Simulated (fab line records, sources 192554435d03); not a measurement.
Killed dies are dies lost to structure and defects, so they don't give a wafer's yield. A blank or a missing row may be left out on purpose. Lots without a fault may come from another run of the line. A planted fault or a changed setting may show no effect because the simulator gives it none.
Split-lot experiment | flow n5_finfet | 7 lots, 39 wafers read, on a route of 1938 steps

THE SPLIT
At N5_BEOL_M5_DESCUM_16 (chemistry O2, time 7 s), the setting time_s was moved away from the recipe's 7 s on 18 of the 39 wafers read, by -52.7% to +60.0%. The other wafers ran this setting at the recipe's value.

The reading is taken at the split's own step.

THE READING
CAR-EUV_of_BEOL_M5_COAT_05.thk_nm (the simulator's own value, which no gauge read), in nm, at N5_BEOL_M5_DESCUM_16 (chemistry O2, time 7 s). The file gives no usual value for it. The 21 wafers here that ran the recipe average 26.1 nm, standard deviation 0.11 nm.

wafer  | tool, chamber at the split | time_s as run, s | against the recipe | CAR-EUV_of_BEOL_M5_COAT_05.thk_nm, nm | against lot-mates on the recipe
L075.1 | rie_diel-03, 0,1           | 7                | recipe             | 26.2                                  | -
L075.4 | rie_diel-03, 0,1           | 7                | recipe             | 26.2                                  | -
L075.2 | rie_diel-03, 3             | 11.2             | +60.0%             | 24                                    | -2.1
L075.3 | rie_diel-03, 2,3           | 11.2             | +60.0%             | 23.8                                  | -2.3
L075.6 | rie_diel-03, 2,3           | 11.2             | +60.0%             | 23.8                                  | -2.3
L075.5 | rie_diel-03, 2             | 7                | recipe             | 26                                    | -
L084.2 | rie_diel-05, 1,3,1         | 7                | recipe             | 26                                    | -
L084.4 | rie_diel-05, 1,3,1         | 7                | recipe             | 26                                    | -
L084.6 | rie_diel-05, 1,3,1         | 7                | recipe             | 26                                    | -
L086.1 | rie_diel-06, 1             | 5.171            | -26.1%             | 26.8                                  | +0.7
L086.2 | rie_diel-06, 2             | 7                | recipe             | 26.2                                  | -
L086.5 | rie_diel-06, 2             | 7                | recipe             | 26.2                                  | -
L086.3 | rie_diel-06, 3,0           | 5.171            | -26.1%             | 27                                    | +0.9
L086.4 | rie_diel-06, 3,0           | 5.171            | -26.1%             | 27                                    | +0.9
L086.6 | rie_diel-06, 3             | 7                | recipe             | 26                                    | -
L089.1 | rie_diel-03, 0,3,2         | 7                | recipe             | 26.2                                  | -
L089.4 | rie_diel-03, 0,3,2         | 7                | recipe             | 26.2                                  | -
L089.5 | rie_diel-03, 0,3,2         | 7                | recipe             | 26.2                                  | -
L089.2 | rie_diel-03, 2,1,1         | 4.559            | -34.9%             | 27.4                                  | +1.2
L089.3 | rie_diel-03, 2,1,1         | 4.559            | -34.9%             | 27.4                                  | +1.2
L089.6 | rie_diel-03, 2,1,1         | 4.559            | -34.9%             | 27.4                                  | +1.2
L090.1 | rie_diel-03, 1             | 7                | recipe             | 26.4                                  | -
L090.2 | rie_diel-03, 0             | 4.024            | -42.5%             | 27.8                                  | +1.5
L090.3 | rie_diel-03, 2             | 4.024            | -42.5%             | 27.6                                  | +1.3
L090.5 | rie_diel-03, 2             | 4.024            | -42.5%             | 27.6                                  | +1.3
L090.4 | rie_diel-03, 3             | 7                | recipe             | 26.2                                  | -
L090.6 | rie_diel-03, 3             | 7                | recipe             | 26.2                                  | -
L094.1 | rie_diel-06, 2,3,0         | 5.334            | -23.8%             | 27                                    | +0.8
L094.5 | rie_diel-06, 2,3,0         | 5.334            | -23.8%             | 27                                    | +0.8
L094.6 | rie_diel-06, 2,3,0         | 5.334            | -23.8%             | 27                                    | +0.8
L094.2 | rie_diel-06, 0,3,1         | 7                | recipe             | 26.2                                  | -
L094.3 | rie_diel-06, 0,3,1         | 7                | recipe             | 26.2                                  | -
L094.4 | rie_diel-06, 0,3,1         | 7                | recipe             | 26.2                                  | -
L092.1 | rie_diel-06, 2,0,3         | 3.312            | -52.7%             | 27.8                                  | +1.8
L092.4 | rie_diel-06, 2,0,3         | 3.312            | -52.7%             | 27.8                                  | +1.8
L092.6 | rie_diel-06, 2,0,3         | 3.312            | -52.7%             | 27.8                                  | +1.8
L092.2 | rie_diel-06, 1,3,0         | 7                | recipe             | 26                                    | -
L092.3 | rie_diel-06, 1,3,0         | 7                | recipe             | 26                                    | -
L092.5 | rie_diel-06, 1,3,0         | 7                | recipe             | 26                                    | -
Where a row lists several chambers, the file gives one row for several wafers and doesn't say which wafer went through which chamber.

THE FIT
A straight line over all 39 wafers: CAR-EUV_of_BEOL_M5_COAT_05.thk_nm changes by -0.0355 nm for each +1% of time_s; r = -0.99; the points scatter about the line by 0.12 nm.
The same after taking each lot's own level away (the mean of its wafers on the recipe; 39 wafers): -0.0354 nm for each +1%; r = -1.00; scatter 0.084 nm.
On that fit, the largest move of time_s shifts the reading by 2.1 nm.
The lots' own levels span 26.00 to 26.27 nm, that is 2.4 times the standard deviation above.
So the lot-to-lot level changes the slope little: the two slopes agree.
Check: with one of the wafers moved furthest among these (+60.0%) left out of the fit, the line predicts -2.17 nm for it against its lot-mates. It came out at -2.13 nm against them.

OTHER SPLITS ON THESE WAFERS
These wafers also went through other splits before the reading. Each is held against what the fit with the lots' levels taken away leaves over:
other split on the same wafers          | wafers away from the commonest value | r with CAR-EUV_of_BEOL_M5_COAT_05.thk_nm (lot level and that fit taken away)
N5_ZERO_LAYER_PECVD_02 time_s           | 15                                   | +0.09
N5_FIN_SAQP_ETCH_65 time_s              | 15                                   | +0.17
N5_SD_EPI_N_ETCH_16 target_depth_a      | 15                                   | +0.11
N5_MOL_CONTACT_COAG_PRECLEAN_111 time_s | 9                                    | -0.33
N5_BEOL_M2_ILD_DEP_00 target_thk_a      | 12                                   | +0.13
N5_BEOL_M3_DEP_57 time_s                | 18                                   | -0.25

THE FILE'S OWN FIT
CAR-EUV_of_BEOL_M5_COAT_05.thk_nm changes by -0.0349 nm for each +1% of time_s, r = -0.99.
